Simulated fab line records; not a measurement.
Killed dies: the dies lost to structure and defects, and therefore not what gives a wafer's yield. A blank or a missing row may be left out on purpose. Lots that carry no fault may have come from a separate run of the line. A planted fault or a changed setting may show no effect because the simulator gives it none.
2 desks, one fault :: flow n5Finfet :: each desk holds nothing but its own numbers, with what lay behind them at the end

== FROM THE METROLOGY DESK ==
What the gauges read for every lot (on any tool): the sampled wafers with a number, averaged. The brackets show how far a lot's mean lies from the usual mean; more than 4 standard deviations puts the lot out of limits, marked OUT. Readings shown: 7 out of 11 (the first out of limits, and those lying furthest out on some lot).
Columns: A = DIBL_N at N5_BEOL_M4_RC_MEAS_101, usual 37.2 mV/V; B = IOFF_P at N5_BEOL_M4_RC_MEAS_101, usual 0.24 nA/um; C = ION_P at N5_BEOL_M4_RC_MEAS_101, usual 461 uA/um; D = SS_N at N5_BEOL_M4_RC_MEAS_101, usual 71.8 mV/dec; E = SS_P at N5_BEOL_M4_RC_MEAS_101, usual 73.6 mV/dec; F = VT_P at N5_BEOL_M4_RC_MEAS_101, usual -249 mV; G = trenchDepthNm at N5_BEOL_M7_OCD_MEAS_38, usual 93.0 nm
lot: L660
first seen here: day 8 07:10
A: 36.8
B: 0.20
C: 455
D: 71.5
E: 73.6
F: -253
G: 93.5

lot: L669
first seen here: day 10 06:31
A: 38.3
B: 0.26
C: 464
D: 72.1
E: 73.9
F: -247
G: 95.2

lot: L670
first seen here: day 10 17:22
A: 36.4
B: 0.22
C: 455
D: 72.4
E: 73.7
F: -251
G: 0.2 (-42) OUT

lot: L671
first seen here: day 11 02:34
A: 37.2
B: 0.24
C: 458
D: 71.8
E: 73.8
F: -249
G: 0.1 (-42) OUT

lot: L672
first seen here: day 11 13:14
A: 39.0
B: 0.35
C: 479
D: 72.4
E: 73.6
F: -241
G: 0.2 (-42) OUT

lot: L679
first seen here: day 12 23:52
A: 35.6
B: 0.22
C: 460
D: 71.2
E: 72.5
F: -250
G: 91.4

lot: L680
first seen here: day 13 02:53
A: 37.2
B: 0.24
C: 460
D: 71.6
E: 73.5
F: -248
G: 93.0

lot: L681
first seen here: day 13 20:24
A: 37.2
B: 0.23
C: 455
D: 72.2
E: 73.7
F: -251
G: 93.5

lot: L683
first seen here: day 14 02:14
A: 32.9
B: 0.16
C: 456
D: 70.4
E: 72.1
F: -254
G: 93.8
This desk's finding: out of limits on L670, L671, L672; first on L670, day 11 17:52 (trenchDepthNm at N5_BEOL_M7_OCD_MEAS_38). L660, L669, L679, L680, L681, L683: within limits.

== DESK OF THE TOOL OWNER: rieDiel-03 ==
The tool's own readings at N5_BEOL_M7_TRENCH_ETCH_37 (etches SiCOH lowk in C4F6/O2, target depth 93.478 nm, time 31.2 s): means of the sampled wafers that have a number, for each lot that ran on this tool. The brackets show how far a lot's mean lies from the usual mean; more than 4 standard deviations puts the lot out of limits, marked OUT.
Columns: A = C4F6_flow_sccm at N5_BEOL_M7_TRENCH_ETCH_37, usual 10.00 sccm; B = O2_flow_sccm at N5_BEOL_M7_TRENCH_ETCH_37, usual 10.002 sccm; C = drypumpMotorCurrentA at N5_BEOL_M7_TRENCH_ETCH_37, usual 5.8 A; D = oesProductAu at N5_BEOL_M7_TRENCH_ETCH_37, usual 0.80 a.u.; E = rfVppV at N5_BEOL_M7_TRENCH_ETCH_37, usual 667 V; F = showerheadPlenumPTorr at N5_BEOL_M7_TRENCH_ETCH_37, usual 2.85 Torr; G = throttleValvePct at N5_BEOL_M7_TRENCH_ETCH_37, usual 20.87 %
lot: L669
first seen here: day 11 13:59
A: 9.98
B: 10.000
C: 6.2
D: 0.80
E: 689
F: 2.83
G: 20.87

lot: L679
first seen here: day 13 21:34
A: 10.01
B: 10.014
C: 6.3
D: 0.73
E: 673
F: 2.81
G: 20.88

lot: L680
first seen here: day 14 03:42
A: 10.02
B: 9.996
C: 6.4
D: 0.82
E: 666
F: 2.97
G: 20.95

lot: L681
first seen here: day 15 06:50
A: 10.02
B: 9.989
C: 6.4
D: 0.78
E: 676
F: 2.88
G: 20.93
This desk found nothing out of limits on any of the 4 lots.

== TAKEN TOGETHER ==
At day 11 17:52 the metrology desk could have sounded an alarm, on L670, L671, L672.
Nothing out of limits was seen by the tool owner's desk.
The tool owner's desk has no number on record for L670, L671, L672.
Of the lots named, all ran N5_BEOL_M7_TRENCH_ETCH_37 on rieDiel-03.

== WHAT THE SIMULATOR HAD INSERTED ==
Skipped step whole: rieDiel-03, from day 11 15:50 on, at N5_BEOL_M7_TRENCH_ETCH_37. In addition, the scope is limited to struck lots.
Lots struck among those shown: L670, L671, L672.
Delay in hours, fault start to first out-of-limits reading, per desk: metrology desk 2.
